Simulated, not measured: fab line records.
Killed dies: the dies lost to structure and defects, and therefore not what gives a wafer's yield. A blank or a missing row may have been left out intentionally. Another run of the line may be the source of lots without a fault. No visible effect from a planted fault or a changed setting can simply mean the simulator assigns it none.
Which tool was responsible? || flow nandHarc || 12 lots, 36 wafers sampled, at 2 steps of a route of 1159

== WHAT EACH GAUGE READ, for each wafer ==
NHARC_A_WL_FILL_INSPECT_15.
{"lot": "L076", "measured": "day 16 09:58", "on": "defectInspect-01", "rawDefectCount": "365 300 374"}
{"lot": "L078", "measured": "day 16 23:15", "on": "defectInspect-01", "rawDefectCount": "760 310 362"}
{"lot": "L077", "measured": "day 17 05:08", "on": "defectInspect-02", "rawDefectCount": "362 354 471"}
{"lot": "L082", "measured": "day 17 14:07", "on": "defectInspect-02", "rawDefectCount": "542 603 435"}
{"lot": "L083", "measured": "day 18 12:04", "on": "defectInspect-02", "rawDefectCount": "376 381 326"}
{"lot": "L087", "measured": "day 19 03:41", "on": "defectInspect-02", "rawDefectCount": "634 322 294"}
{"lot": "L088", "measured": "day 19 02:20", "on": "defectInspect-02", "rawDefectCount": "282 525 352"}
{"lot": "L089", "measured": "day 19 16:08", "on": "defectInspect-01", "rawDefectCount": "292 300 251"}
{"lot": "L091", "measured": "day 20 03:25", "on": "defectInspect-01", "rawDefectCount": "373 357 453"}
{"lot": "L094", "measured": "day 20 08:49", "on": "defectInspect-02", "rawDefectCount": "522 456 581"}
{"lot": "L095", "measured": "day 21 11:23", "on": "defectInspect-02", "rawDefectCount": "360 321 226"}
{"lot": "L097", "measured": "day 22 00:05", "on": "defectInspect-02", "rawDefectCount": "465 346 250"}

== WHAT TOOL EACH LOT RAN ON (gives the tool, then ch and the chambers of the sampled wafers, and finally the start) ==
{"lot": "L076", "NHARC_A_SLIT_ETCH_15": "rieDiel-03 ch 0,1,3, day 16 09:58 or earlier"}
{"lot": "L078", "NHARC_A_SLIT_ETCH_15": "rieDiel-01 ch 0,1,2, day 16 23:15 or earlier"}
{"lot": "L077", "NHARC_A_SLIT_ETCH_15": "rieDiel-03 ch 1,2, day 17 05:08 or earlier"}
{"lot": "L082", "NHARC_A_SLIT_ETCH_15": "rieDiel-02 ch 1,2, day 17 14:07 or earlier"}
{"lot": "L083", "NHARC_A_SLIT_ETCH_15": "rieDiel-02 ch 2,3, day 18 12:04 or earlier"}
{"lot": "L087", "NHARC_A_SLIT_ETCH_15": "rieDiel-02 ch 1,2,3, day 19 03:41 or earlier"}
{"lot": "L088", "NHARC_A_SLIT_ETCH_15": "rieDiel-01 ch 0,2,3, day 19 02:20 or earlier"}
{"lot": "L089", "NHARC_A_SLIT_ETCH_15": "rieDiel-01 ch 0,2,3, day 19 16:08 or earlier"}
{"lot": "L091", "NHARC_A_SLIT_ETCH_15": "rieDiel-01 ch 0,1,2, day 20 03:25 or earlier"}
{"lot": "L094", "NHARC_A_SLIT_ETCH_15": "rieDiel-01 ch 0,1,2, day 20 08:49 or earlier"}
{"lot": "L095", "NHARC_A_SLIT_ETCH_15": "rieDiel-01 ch 2,3, day 21 11:23 or earlier"}
{"lot": "L097", "NHARC_A_SLIT_ETCH_15": "rieDiel-01 ch 1,3, day 22 00:05 or earlier"}
- NHARC_A_SLIT_ETCH_15: etches the open film in O2/COS, target depth 3200 nm, time 832 s.

== THE ANSWER, worked out from the rows above alone ==
Rule: what is usual is taken from the lots themselves. The widest of any qualifying gaps counts: lots, ordered by their means at a reading, are off when they make up no more than a third of the lots, leave a main group of 4 or more, and stand apart from it by 3 or more times the standard deviation of that group's means. A main group is skipped when, at the precision printed for the reading in the tables above, its means are all equal. Also off: a lot with no number at a reading for which 4 or more lots have one. Where the step has rows for the other lots, those lots are counted as sound.
None of the lots is off at any reading shown; this tells nothing.

== WHAT WAS PUT IN BY THE SIMULATOR ==
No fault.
